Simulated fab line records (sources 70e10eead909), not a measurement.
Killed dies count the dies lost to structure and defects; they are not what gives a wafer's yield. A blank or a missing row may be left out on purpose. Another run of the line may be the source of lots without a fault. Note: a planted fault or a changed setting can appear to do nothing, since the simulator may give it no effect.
What tool caused it? | flow nand-harc | 6 lots, 18 wafers sampled, at 4 steps of a route of 1159

== WHAT THE GAUGES READ, wafer by wafer ==
NHARC_END_SORT_01.
lot  | measured     | on        | killed-at-other
L472 | day 20 14:24 | prober-02 | 0 0 0
L481 | day 22 09:11 | prober-02 | 0 0 0
L486 | day 23 19:26 | prober-01 | 306 284 315
L492 | day 24 23:53 | prober-01 | 0 0 1

== TOOL THAT RAN EACH LOT (tool first, then ch and the chambers of the sampled wafers, then the start) ==
lot  | NHARC_THIN_TSV_DESCUM_14           | NHARC_THIN_TSV_ETCH_15           | NHARC_THIN_TSV_ECD_20
L471 | rie-diel-09 ch 0,3, day 19 15:21   | rie-si-06 ch 0,3, day 19 16:01   | ecd-cu-02 ch 0,1, day 19 18:55
L472 | rie-diel-07 ch 0,2,3, day 19 22:41 | rie-si-06 ch 1,2, day 19 23:22   | ecd-cu-02 ch 0,1, day 20 02:23
L477 | rie-diel-09 ch 1,2,3, day 21 03:10 | rie-si-04 ch 1,2,3, day 21 03:50 | ecd-cu-02 ch 0,1, day 21 06:26
L481 | rie-diel-09 ch 0,1,2, day 21 12:39 | rie-si-06 ch 1,2, day 21 13:19   | ecd-cu-02 ch 0,1, day 21 15:49
L486 | rie-diel-07 ch 1,2,3, day 23 05:01 | rie-si-04 ch 0,1, day 23 05:40   | ecd-cu-01 ch 0,1, day 23 08:04
L492 | rie-diel-13 ch 0,1,2, day 24 05:42 | rie-si-04 ch 0,1,3, day 24 06:21 | ecd-cu-02 ch 0,1, day 24 08:49
- NHARC_THIN_TSV_DESCUM_14: chemistry O2, time 3 s.
- NHARC_THIN_TSV_ETCH_15: target depth 3000 nm, bosch target overetch cycles 2, bosch etch step 2.8 s.
- NHARC_THIN_TSV_ECD_20: material Cu, target thk 2000 nm.

== THE ANSWER, worked out from the rows above alone ==
Rule: what is usual is taken from the lots themselves. Put in order of their means at a reading, lots are off if they are a third of the lots or fewer, leave a main group of 4 or more, and stand apart from it by a gap of 3 or more times the standard deviation of the main group's means; of several such gaps the widest counts. Not used: any main group whose means are identical at the precision the tables above print for the reading. A lot without any number at a reading at which 4 lots or more have one is off too. Any other lot the step has rows for is counted as sound.
Nothing can be told from this: no lot is off at any reading shown.

== WHAT WAS PUT IN BY THE SIMULATOR ==
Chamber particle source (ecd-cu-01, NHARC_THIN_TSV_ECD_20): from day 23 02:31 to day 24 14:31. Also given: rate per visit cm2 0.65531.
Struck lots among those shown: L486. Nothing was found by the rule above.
